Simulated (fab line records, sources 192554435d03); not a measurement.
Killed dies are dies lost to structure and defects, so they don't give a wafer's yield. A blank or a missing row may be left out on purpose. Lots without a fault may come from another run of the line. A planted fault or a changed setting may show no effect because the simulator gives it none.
Chamber matching | flow n5_finfet | N5_ZERO_LAYER_PECVD_02 on pecvd-04: 3 sister chambers
The step deposits SiO2 from SiH4/N2O, target thk 10 nm, time 6 s. 3 wafers are shown with their chamber, then 9 later ones without.

WAFERS WITH THEIR CHAMBER
wafer  | chamber | showerhead_plenum_p_Torr (Torr)
L091.1 | 0       | 8.08
L091.2 | 1       | 7.98
L091.3 | 2       | 8.27

WAFERS WITHOUT THEIR CHAMBER
wafer  | showerhead_plenum_p_Torr (Torr)
L093.2 | 8.28
L093.3 | 8.11
L093.4 | 8.26
L096.1 | 8.11
L096.2 | 7.99
L096.5 | 7.98
L097.2 | 7.98
L097.3 | 8.12
L097.4 | 8.13

WHICH CHAMBER EACH WENT THROUGH
wafer  | from the rows above | in truth
L093.2 | 2                   | 2
L093.3 | 0                   | 0
L093.4 | 2                   | 2
L096.1 | 0                   | 0
L096.2 | 1                   | 1
L096.5 | 1                   | 1
L097.2 | 1                   | 1
L097.3 | 0                   | 0
L097.4 | 0                   | 0
Placed correctly: 9 of 9. Can't be placed from these rows: 0. Placed wrongly: 0.
How it was worked out, from the rows above alone: a wafer's distance from a chamber is the root of the sum, over the readings, of the square of ((its reading less the chamber's mean) divided by the reading's scatter). The wafer belongs to the nearest chamber; if the next one is less than 2 further off, it can't be placed. A chamber's mean is the mean of its shown wafers. The scatter: with one shown wafer a chamber, the root of the mean of the squares of how far each hidden wafer lies from its nearest shown one.
